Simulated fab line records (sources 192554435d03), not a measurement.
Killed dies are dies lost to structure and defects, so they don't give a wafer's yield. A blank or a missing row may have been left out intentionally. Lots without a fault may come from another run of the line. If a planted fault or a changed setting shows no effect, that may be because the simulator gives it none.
fab line records / flow n5-finfet
record lots=4 wafers=12 last-day=16
route steps=1938 shown BEOL_M13@1704 BEOL_M14@1716
lots untouched by any fault: they come from a run of this same line in which no faults occurred
start-h: start of the lot's first displayed wafer, in hours after the record's first day / wait-h: hours since the lot's step before / " as in the row above / L1.1+2: a row that stands for several wafers / - either no value or no given start / * or withheld: withheld / < > ~ a bound
route shown NAME@n: names a module that has steps shown in the file, with the first one's number in the route / usual: average and standard deviation across the fault-free wafers / same: alike in all rows / chamber/n: place in a boat / sites: readings site by site / _std_site: standard deviation across them / _edge_site: inner sites' mean taken away from outer sites' mean / radius-mm: how far each site lies from the wafer's centre / mask NAME#n: copy n / behind: the most recent tool/chamber to have shaped the wafer / hold: reason for holding the lot/hours on hold/outcome of the hold / device: which transistor (n, p or np) failed to switch / end of line: tests run on the same wafers once the route is complete / for a step that has no rows: nothing shown but its recipe / killed: the dies lost at the first sort to structure and to defects; this is not the yield of the wafer / map: a wafer's dies, marking killed ones x, the rest . and places with no die _
set.NAME: the run value of the setting; set.NAME@STEP: its run value at that earlier step / model.NAME: the simulator's own value behind a step, which no gauge read
lots at selected steps of the route; one table per step, one row per wafer
services: the hour from which a tool's chamber was out of use, counted from the record's first day as start-h (under 0 if before that day), plus the number of hours and why
## steps
# step N5_BEOL_M13_PRE_CLEAN_42
# recipe gas=H2/He time-s=30 temp-c=250
# step N5_BEOL_M13_SPUTTER_43
# recipe material=TaN target-thk-a=150 temp-c=50 bias-v=168.6 power-w=15000 chamber-pressure-pa=0.12 time-s=24.19
# step N5_BEOL_M13_SPUTTER_44
# recipe material=Ta target-thk-a=100 temp-c=50 bias-v=80 power-w=15000 chamber-pressure-pa=0.07 time-s=16.13
# step N5_BEOL_M13_SPUTTER_45
# recipe material=Cu target-thk-a=800 temp-c=-20 bias-v=60 power-w=26000 chamber-pressure-pa=0.13 time-s=13.33
# step N5_BEOL_M13_ECD_47
# recipe material=Cu target-thk-a=9360
# step N5_BEOL_M13_ANNEAL_48
# recipe temp-c=225 time-s=90 ambient=N2
# step N5_BEOL_M13_CMP_49
# recipe stop-on=SiOC t-overpolish-s=17.1 down-force-psi=1 platen-rpm=50 clearing-platen-down-force-psi=1.5 clearing-platen-rpm=50 post-cmp-clean=cu-alkaline target-thk-nm=420 clearing-platen-pad-velocity-m-s=0.99484 pad-velocity-m-s=0.99484
# step N5_BEOL_M13_PRE_CLEAN_52
# recipe gas=NH3 time-s=15 temp-c=withheld rf-power-w=300
# step N5_BEOL_M13_DEP_53
# recipe material=SiCN target-thk-a=500 temp-c=withheld precursor=3MS/NH3 pressure-torr=3 rf-w=675 time-s=17.8
# step N5_BEOL_M14_ILD_DEP_00
# recipe material=SiO2 target-thk-a=11193 temp-c=400 precursor=TEOS/O2 pressure-torr=6.5 rf-w=900 teos-flow-sccm=161.4 gas=O2 flow-sccm=2650 time-s=237.4
# usual heater-power-w=568/120 run-length-s=280.6/0.67 showerhead-plenum-p-Torr=8.37/0.031 throttle-valve-pct=18.5/0.68
lot.wafer=L405.3 tool=pecvd-02 chamber=0 start-h=270.91 wait-h=0.0 heater-power-w=705 run-length-s=280.0 showerhead-plenum-p-Torr=8.42 throttle-valve-pct=18.5 model.SiO2_of_BEOL_M14_ILD_DEP_00.thk-nm=1103
lot.wafer=L405.5 tool=pecvd-02 chamber=2 start-h=270.91 wait-h=0.0 heater-power-w=341 run-length-s=281.5 showerhead-plenum-p-Torr=8.35 throttle-valve-pct=18.3 model.SiO2_of_BEOL_M14_ILD_DEP_00.thk-nm=1116
lot.wafer=L405.6 tool=pecvd-02 chamber=1 start-h=270.91 wait-h=0.0 heater-power-w=397 run-length-s=280.0 showerhead-plenum-p-Torr=8.35 throttle-valve-pct=19.2 model.SiO2_of_BEOL_M14_ILD_DEP_00.thk-nm=1119
lot.wafer=L419.1 tool=pecvd-04 chamber=2 start-h=356.79 wait-h=0.0 heater-power-w=719 run-length-s=279.9 showerhead-plenum-p-Torr=8.36 throttle-valve-pct=17.8 model.SiO2_of_BEOL_M14_ILD_DEP_00.thk-nm=1134
lot.wafer=L419.3 tool=pecvd-04 chamber=0 start-h=356.79 wait-h=0.0 heater-power-w=663 run-length-s=281.0 showerhead-plenum-p-Torr=8.34 throttle-valve-pct=18.0 model.SiO2_of_BEOL_M14_ILD_DEP_00.thk-nm=1110
lot.wafer=L419.4 tool=pecvd-04 chamber=2 start-h=356.79 wait-h=0.0 heater-power-w=554 run-length-s=280.5 showerhead-plenum-p-Torr=8.39 throttle-valve-pct=17.6 model.SiO2_of_BEOL_M14_ILD_DEP_00.thk-nm=1130
lot.wafer=L416.1 tool=pecvd-02 chamber=2 start-h=363.12 wait-h=0.0 heater-power-w=410 run-length-s=468.6 showerhead-plenum-p-Torr=8.36 throttle-valve-pct=18.4 model.SiO2_of_BEOL_M14_ILD_DEP_00.thk-nm=1981
lot.wafer=L416.5 tool=pecvd-02 chamber=2 start-h=363.12 wait-h=0.0 heater-power-w=440 run-length-s=469.2 showerhead-plenum-p-Torr=8.35 throttle-valve-pct=18.0 model.SiO2_of_BEOL_M14_ILD_DEP_00.thk-nm=2008
lot.wafer=L416.6 tool=pecvd-02 chamber=1 start-h=363.12 wait-h=0.0 heater-power-w=384 run-length-s=279.8 showerhead-plenum-p-Torr=8.36 throttle-valve-pct=18.7 model.SiO2_of_BEOL_M14_ILD_DEP_00.thk-nm=1123
lot.wafer=L418.1 tool=pecvd-02 chamber=0 start-h=363.40 wait-h=0.0 heater-power-w=589 run-length-s=467.3 showerhead-plenum-p-Torr=8.41 throttle-valve-pct=18.3 model.SiO2_of_BEOL_M14_ILD_DEP_00.thk-nm=1979
lot.wafer=L418.3 tool=pecvd-02 chamber=2 start-h=363.40 wait-h=0.0 heater-power-w=413 run-length-s=281.1 showerhead-plenum-p-Torr=8.37 throttle-valve-pct=18.3 model.SiO2_of_BEOL_M14_ILD_DEP_00.thk-nm=1087
lot.wafer=L418.5 tool=pecvd-02 chamber=1 start-h=363.40 wait-h=0.0 heater-power-w=459 run-length-s=467.7 showerhead-plenum-p-Torr=8.36 throttle-valve-pct=19.1 model.SiO2_of_BEOL_M14_ILD_DEP_00.thk-nm=1992
# step N5_BEOL_M14_THK_MEAS_01
# recipe reads=SiO2_of_BEOL_M14_ILD_DEP_00
# usual M14_ILD_THK=1113/14
lot.wafer=L405.3 tool=film-metro-01 chamber=- start-h=271.10 wait-h=0.1 M14_ILD_THK[nm]=1103
lot.wafer=L405.5 tool=film-metro-01 chamber=- start-h=271.10 wait-h=0.1 M14_ILD_THK[nm]=1117
lot.wafer=L405.6 tool=film-metro-01 chamber=- start-h=271.10 wait-h=0.1 M14_ILD_THK[nm]=1120
lot.wafer=L419.1 tool=film-metro-01 chamber=- start-h=356.98 wait-h=0.1 M14_ILD_THK[nm]=1134
lot.wafer=L419.3 tool=film-metro-01 chamber=- start-h=356.98 wait-h=0.1 M14_ILD_THK[nm]=1110
lot.wafer=L419.4 tool=film-metro-01 chamber=- start-h=356.98 wait-h=0.1 M14_ILD_THK[nm]=1131
lot.wafer=L416.1 tool=film-metro-01 chamber=- start-h=363.31 wait-h=0.1 M14_ILD_THK[nm]=1981
lot.wafer=L416.5 tool=film-metro-01 chamber=- start-h=363.31 wait-h=0.1 M14_ILD_THK[nm]=2008
lot.wafer=L416.6 tool=film-metro-01 chamber=- start-h=363.31 wait-h=0.1 M14_ILD_THK[nm]=1123
lot.wafer=L418.1 tool=film-metro-02 chamber=- start-h=363.59 wait-h=0.1 M14_ILD_THK[nm]=1978
lot.wafer=L418.3 tool=film-metro-02 chamber=- start-h=363.59 wait-h=0.1 M14_ILD_THK[nm]=1088
lot.wafer=L418.5 tool=film-metro-02 chamber=- start-h=363.59 wait-h=0.1 M14_ILD_THK[nm]=1993
# step N5_BEOL_M14_COAT_58
# recipe resist=BARC temp-c=205 time-s=60 spin-rpm=1500 resist-thk-nm=89
# step N5_BEOL_M14_COAT_04
# recipe spin-rpm=1704 resist-thk-nm=800
# step N5_BEOL_M14_EBR_06
# recipe solvent=PGMEA ebr-width-mm=1.5
# step N5_BEOL_M14_SOFTBAKE_05
# recipe temp-c=130 time-s=60
# step N5_BEOL_M14_EXPOSE_07
# recipe mask-id=V13 na=0.8 source-shape=annular sigma-inner=0.5 sigma-outer=0.8 polarization=unpolarized attpsm-phase-deg=180 dose-mj=57
# step N5_BEOL_M14_PEB_08
# recipe peb-temp-c=130 peb-time-s=90
# step N5_BEOL_M14_DEVELOP_09
# recipe develop-time-s=45 rinse-liquid=diw dry=air-spin dev-temp-c=21
# step N5_BEOL_M14_HARDBAKE_14
# recipe temp-c=130 time-s=120
# step N5_BEOL_M14_DESCUM_15
# recipe chemistry=O2 time-s=7.9 source-power-w=50 bias-power-w=20 pressure-mtorr=20 rf-frequency-hz=2.712e+07 temp-c=40 o2-flow-sccm=225
# step N5_BEOL_M14_ETCH_59
# recipe chemistry=N2/H2 target=BARC target-depth-a=890 overetch-a=267 time-s=67.9 ion-energy-ev=200 pressure-mtorr=30 source-w=840 bias-w=150 n2-flow-sccm=200 h2-flow-sccm=200
# step N5_BEOL_M14_VIA_ETCH_16
# recipe chemistry=C4F8/O2/Ar target=SiO2 he-inner-torr=15 he-outer-torr=30 target-depth-a=12313 time-s=withheld ion-energy-ev=800 pressure-mtorr=20 source-w=1905 bias-w=2040 Ar_flow_sccm=400 C4F8_flow_sccm=16 O2_flow_sccm=12 ends=cleared
# usual C4F8_flow_sccm=16.00/0.048 bias-w=2039/6 drypump-motor-current-A=5.8/0.4 he-outer-torr=30.01/0.06 oes-product-au=0.72/0.086 rf-vpp-V=2219/35 showerhead-plenum-p-Torr=3.45/0.086 throttle-valve-pct=30.77/0.27
lot.wafer=L405.3 tool=rie-diel-04 chamber=1 start-h=271.71 wait-h=0.0 C4F8_flow_sccm=16.06 bias-w=2035 drypump-motor-current-A=6.0 he-outer-torr=29.98 oes-product-au=0.73 rf-vpp-V=2256 showerhead-plenum-p-Torr=3.50 throttle-valve-pct=31.23 model.etch.depth-nm=1103 model.coat_of_BEOL_M14_COAT_04.thk-nm=461.2
lot.wafer=L405.5 tool=rie-diel-04 chamber=2 start-h=271.71 wait-h=0.0 C4F8_flow_sccm=15.98 bias-w=2040 drypump-motor-current-A=6.1 he-outer-torr=29.96 oes-product-au=0.83 rf-vpp-V=2257 showerhead-plenum-p-Torr=3.38 throttle-valve-pct=30.42 model.etch.depth-nm=1116 model.coat_of_BEOL_M14_COAT_04.thk-nm=453.2
lot.wafer=L405.6 tool=rie-diel-04 chamber=1 start-h=271.71 wait-h=0.0 C4F8_flow_sccm=16.06 bias-w=2036 drypump-motor-current-A=6.0 he-outer-torr=29.99 oes-product-au=0.74 rf-vpp-V=2256 showerhead-plenum-p-Torr=3.50 throttle-valve-pct=31.24 model.etch.depth-nm=1119 model.coat_of_BEOL_M14_COAT_04.thk-nm=455.6
lot.wafer=L419.1 tool=rie-diel-03 chamber=0 start-h=359.95 wait-h=0.0 C4F8_flow_sccm=16.03 bias-w=2043 drypump-motor-current-A=5.4 he-outer-torr=30.00 oes-product-au=0.68 rf-vpp-V=2194 showerhead-plenum-p-Torr=3.56 throttle-valve-pct=30.56 model.etch.depth-nm=1134 model.coat_of_BEOL_M14_COAT_04.thk-nm=447.6
lot.wafer=L419.3 tool=rie-diel-03 chamber=2 start-h=359.95 wait-h=0.0 C4F8_flow_sccm=16.02 bias-w=2040 drypump-motor-current-A=5.2 he-outer-torr=30.07 oes-product-au=0.66 rf-vpp-V=2206 showerhead-plenum-p-Torr=3.39 throttle-valve-pct=30.71 model.etch.depth-nm=1110 model.coat_of_BEOL_M14_COAT_04.thk-nm=457
lot.wafer=L419.4 tool=rie-diel-03 chamber=1 start-h=359.95 wait-h=0.0 C4F8_flow_sccm=16.08 bias-w=2043 drypump-motor-current-A=5.4 he-outer-torr=29.86 oes-product-au=0.64 rf-vpp-V=2239 showerhead-plenum-p-Torr=3.39 throttle-valve-pct=30.50 model.etch.depth-nm=1130 model.coat_of_BEOL_M14_COAT_04.thk-nm=451.8
lot.wafer=L416.1 tool=rie-diel-03 chamber=0 start-h=363.91 wait-h=0.0 C4F8_flow_sccm=15.96 bias-w=- drypump-motor-current-A=5.3 he-outer-torr=30.05 oes-product-au=0.74 rf-vpp-V=2196 showerhead-plenum-p-Torr=3.56 throttle-valve-pct=30.68 model.etch.depth-nm=1981 model.coat_of_BEOL_M14_COAT_04.thk-nm=249.6
lot.wafer=L416.5 tool=rie-diel-03 chamber=0 start-h=363.91 wait-h=0.0 C4F8_flow_sccm=16.03 bias-w=- drypump-motor-current-A=5.3 he-outer-torr=30.00 oes-product-au=0.74 rf-vpp-V=2194 showerhead-plenum-p-Torr=3.56 throttle-valve-pct=30.71 model.etch.depth-nm=2008 model.coat_of_BEOL_M14_COAT_04.thk-nm=242
lot.wafer=L416.6 tool=rie-diel-03 chamber=3 start-h=363.91 wait-h=0.0 C4F8_flow_sccm=15.86 bias-w=2048 drypump-motor-current-A=5.9 he-outer-torr=29.95 oes-product-au=0.76 rf-vpp-V=2152 showerhead-plenum-p-Torr=3.50 throttle-valve-pct=30.67 model.etch.depth-nm=1123 model.coat_of_BEOL_M14_COAT_04.thk-nm=443.6
lot.wafer=L418.1 tool=rie-diel-04 chamber=2 start-h=364.21 wait-h=0.0 C4F8_flow_sccm=16.02 bias-w=- drypump-motor-current-A=6.1 he-outer-torr=30.06 oes-product-au=0.84 rf-vpp-V=2255 showerhead-plenum-p-Torr=3.36 throttle-valve-pct=30.61 model.etch.depth-nm=1979 model.coat_of_BEOL_M14_COAT_04.thk-nm=244.6
lot.wafer=L418.3 tool=rie-diel-04 chamber=3 start-h=364.21 wait-h=0.0 C4F8_flow_sccm=16.08 bias-w=2043 drypump-motor-current-A=5.9 he-outer-torr=30.04 oes-product-au=0.86 rf-vpp-V=2228 showerhead-plenum-p-Torr=3.51 throttle-valve-pct=30.66 model.etch.depth-nm=1087 model.coat_of_BEOL_M14_COAT_04.thk-nm=459.6
lot.wafer=L418.5 tool=rie-diel-04 chamber=2 start-h=364.21 wait-h=0.0 C4F8_flow_sccm=16.07 bias-w=- drypump-motor-current-A=6.1 he-outer-torr=30.03 oes-product-au=0.85 rf-vpp-V=2255 showerhead-plenum-p-Torr=3.36 throttle-valve-pct=30.60 model.etch.depth-nm=1992 model.coat_of_BEOL_M14_COAT_04.thk-nm=243.6
# step N5_BEOL_M14_STRIP_63
# recipe chemistry=O2 power-w=600 temp-c=60 pressure-mtorr=30 rf-frequency-hz=6e+07 bias-power-w=0 overash-fraction=0.3 o2-flow-sccm=225
# step N5_BEOL_M14_STRIP_64
# recipe chemistry=O2 power-w=600 temp-c=60 pressure-mtorr=30 rf-frequency-hz=6e+07 bias-power-w=0 overash-fraction=0.3 o2-flow-sccm=225
# step N5_BEOL_M14_STRIP_71
# recipe chemistry=post-etch-residue-remover time-s=60 temp-c=25 remover-ph=withheld remover-water-wt-pct=withheld remover-fluoride-wt-pct=withheld
# step N5_BEOL_M14_SRD_72
# recipe time-s=30 temp-c=23 rinse-liquid=diw dry=n2-spin spin-rpm=1500 dry-time-s=30
# step N5_BEOL_M14_CD_MEAS_17
# recipe target-cd-nm=250 polarity=opening
# usual cd-nm=250.8/1.9
lot.wafer=L405.3 tool=cd-sem-02 chamber=- start-h=272.06 wait-h=0.0 cd-nm=247.8
lot.wafer=L405.5 tool=cd-sem-02 chamber=- start-h=272.06 wait-h=0.0 cd-nm=249.6
lot.wafer=L405.6 tool=cd-sem-02 chamber=- start-h=272.06 wait-h=0.0 cd-nm=252.6
lot.wafer=L419.1 tool=cd-sem-02 chamber=- start-h=360.30 wait-h=0.0 cd-nm=252.5
lot.wafer=L419.3 tool=cd-sem-02 chamber=- start-h=360.30 wait-h=0.0 cd-nm=255.7
lot.wafer=L419.4 tool=cd-sem-02 chamber=- start-h=360.30 wait-h=0.0 cd-nm=252.8
lot.wafer=L416.1 tool=cd-sem-02 chamber=- start-h=364.26 wait-h=0.0 cd-nm=258.6
lot.wafer=L416.5 tool=cd-sem-02 chamber=- start-h=364.26 wait-h=0.0 cd-nm=259.8
lot.wafer=L416.6 tool=cd-sem-02 chamber=- start-h=364.26 wait-h=0.0 cd-nm=250.9
lot.wafer=L418.1 tool=cd-sem-01 chamber=- start-h=364.55 wait-h=0.0 cd-nm=261.0
lot.wafer=L418.3 tool=cd-sem-01 chamber=- start-h=364.55 wait-h=0.0 cd-nm=250.1
lot.wafer=L418.5 tool=cd-sem-01 chamber=- start-h=364.55 wait-h=0.0 cd-nm=260.8
# step N5_BEOL_M14_COAT_65
# recipe resist=SOC temp-c=250 time-s=60 spin-rpm=1500 resist-thk-nm=450
# step N5_BEOL_M14_COAT_66
# recipe resist=SiARC temp-c=220 time-s=60 spin-rpm=1500 resist-thk-nm=110
# step N5_BEOL_M14_COAT_22
# recipe spin-rpm=2888 resist-thk-nm=300
# step N5_BEOL_M14_EBR_24
# recipe solvent=PGMEA ebr-width-mm=1.5
# step N5_BEOL_M14_SOFTBAKE_23
# recipe temp-c=130 time-s=60
# step N5_BEOL_M14_EXPOSE_25
# recipe mask-id=M14 na=0.8 source-shape=annular sigma-inner=0.5 sigma-outer=0.8 polarization=unpolarized target-cd-nm=280 dose-mj=26.6
# step N5_BEOL_M14_PEB_26
# recipe peb-temp-c=130 peb-time-s=90
# step N5_BEOL_M14_DEVELOP_27
# recipe develop-time-s=45 rinse-liquid=diw dry=air-spin dev-temp-c=21
# step N5_BEOL_M14_HARDBAKE_32
# recipe temp-c=130 time-s=120
# step N5_BEOL_M14_CMP_49
# recipe stop-on=SiO2 t-overpolish-s=5.2 down-force-psi=2 platen-rpm=80 clearing-platen-down-force-psi=2 clearing-platen-rpm=80 post-cmp-clean=cu-alkaline target-thk-nm=560 clearing-platen-pad-velocity-m-s=1.5917 pad-velocity-m-s=1.5917
# usual motor-current-A=7.8/0.64
lot.wafer=L405.3 tool=cmp-01 chamber=2 start-h=276.76 wait-h=0.3 motor-current-A=7.6 model.SiO2_of_BEOL_M14_ILD_DEP_00.thk-nm=1026
lot.wafer=L405.5 tool=cmp-01 chamber=0 start-h=276.76 wait-h=0.3 motor-current-A=6.9 model.SiO2_of_BEOL_M14_ILD_DEP_00.thk-nm=1036
lot.wafer=L405.6 tool=cmp-01 chamber=1 start-h=276.76 wait-h=0.3 motor-current-A=7.3 model.SiO2_of_BEOL_M14_ILD_DEP_00.thk-nm=1042
lot.wafer=L419.4 tool=cmp-03 chamber=0 start-h=365.95 wait-h=0.2 motor-current-A=7.0 model.SiO2_of_BEOL_M14_ILD_DEP_00.thk-nm=1050
lot.wafer=L419.1 tool=cmp-03 chamber=1 start-h=365.95 wait-h=0.2 motor-current-A=9.1 model.SiO2_of_BEOL_M14_ILD_DEP_00.thk-nm=1055
lot.wafer=L419.3 tool=cmp-03 chamber=2 start-h=365.95 wait-h=0.2 motor-current-A=8.9 model.SiO2_of_BEOL_M14_ILD_DEP_00.thk-nm=1032
lot.wafer=L416.1 tool=cmp-03 chamber=1 start-h=367.59 wait-h=0.4 motor-current-A=8.8 model.SiO2_of_BEOL_M14_ILD_DEP_00.thk-nm=1902
lot.wafer=L416.6 tool=cmp-03 chamber=2 start-h=367.59 wait-h=0.4 motor-current-A=8.6 model.SiO2_of_BEOL_M14_ILD_DEP_00.thk-nm=1045
lot.wafer=L416.5 tool=cmp-03 chamber=3 start-h=367.59 wait-h=0.4 motor-current-A=8.0 model.SiO2_of_BEOL_M14_ILD_DEP_00.thk-nm=1932
lot.wafer=L418.1 tool=cmp-01 chamber=3 start-h=368.66 wait-h=0.3 motor-current-A=8.8 model.SiO2_of_BEOL_M14_ILD_DEP_00.thk-nm=1897
lot.wafer=L418.3 tool=cmp-01 chamber=0 start-h=368.66 wait-h=0.3 motor-current-A=7.3 model.SiO2_of_BEOL_M14_ILD_DEP_00.thk-nm=1009
lot.wafer=L418.5 tool=cmp-01 chamber=3 start-h=368.66 wait-h=0.3 motor-current-A=8.3 model.SiO2_of_BEOL_M14_ILD_DEP_00.thk-nm=1910
## services
tool=cmp-03 chamber=- start-h=261.17 hours=4.2 kind=repair
tool=pecvd-04 chamber=2 start-h=266.62 hours=5.5 kind=scheduled-down
tool=pecvd-02 chamber=1 start-h=281.52 hours=5.5 kind=scheduled-down
tool=rie-diel-04 chamber=1 start-h=287.30 hours=4.7 kind=repair
tool=rie-diel-03 chamber=3 start-h=291.56 hours=6.8 kind=repair
tool=rie-diel-04 chamber=3 start-h=292.69 hours=- kind=clean
tool=rie-diel-04 chamber=3 start-h=292.69 hours=- kind=consumable-replace:focus-ring
tool=rie-diel-04 chamber=3 start-h=292.69 hours=16.7 kind=scheduled-down
tool=rie-diel-04 chamber=3 start-h=292.69 hours=16.7 kind=vent-cycle
tool=rie-diel-03 chamber=- start-h=293.56 hours=1.1 kind=repair
tool=rie-diel-03 chamber=0 start-h=296.71 hours=5.3 kind=repair
tool=pecvd-04 chamber=0 start-h=297.54 hours=2.1 kind=scheduled-down
tool=pecvd-02 chamber=- start-h=297.64 hours=0.7 kind=repair
tool=rie-diel-04 chamber=- start-h=308.37 hours=4.3 kind=pm
tool=cmp-03 chamber=- start-h=318.55 hours=6.7 kind=pm
tool=rie-diel-04 chamber=3 start-h=321.46 hours=9.9 kind=repair
tool=pecvd-04 chamber=1 start-h=339.74 hours=2.1 kind=scheduled-down
tool=cmp-03 chamber=- start-h=342.58 hours=4.0 kind=pm
tool=cmp-01 chamber=- start-h=343.23 hours=1.1 kind=repair
tool=cmp-03 chamber=- start-h=346.58 hours=- kind=consumable-replace:conditioner
tool=cmp-03 chamber=- start-h=346.58 hours=- kind=consumable-replace:pad
tool=rie-diel-04 chamber=0 start-h=360.70 hours=5.8 kind=repair
tool=rie-diel-04 chamber=3 start-h=368.33 hours=39.2 kind=repair
## key
first-sign step=N5_BEOL_M14_ILD_DEP_00 reading=run-length-s direction=up sigmas=99+ usual=* struck=*
effect step=N5_BEOL_M14_THK_MEAS_01 reading=M14_ILD_THK direction=up sigmas=61 usual=1113 struck=1990
effect step=N5_BEOL_M14_CD_MEAS_17 reading=cd-nm direction=up sigmas=4.9 usual=250.8 struck=260.1
model-effect step=N5_BEOL_M14_ILD_DEP_00 value=SiO2_of_BEOL_M14_ILD_DEP_00.thk-nm without=1113 struck=1990
model-effect step=N5_BEOL_M14_VIA_ETCH_16 value=etch.depth-nm without=1113 struck=1990
model-effect step=N5_BEOL_M14_CMP_49 value=SiO2_of_BEOL_M14_ILD_DEP_00.thk-nm without=1033 struck=1910
met-at N5_BEOL_M14_ILD_DEP_00
struck-wafers L416.1,L416.5,L418.1,L418.5
onset-between 270.91 363.12
fault kind=process-parameter-drift tool=pecvd-02 chamber=- onset-h=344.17 steps=N5_BEOL_M14_ILD_DEP_00 channel=time-s offset=* shape=step end-h=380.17 scope=struck-wafers-only acts-in=* stated=*
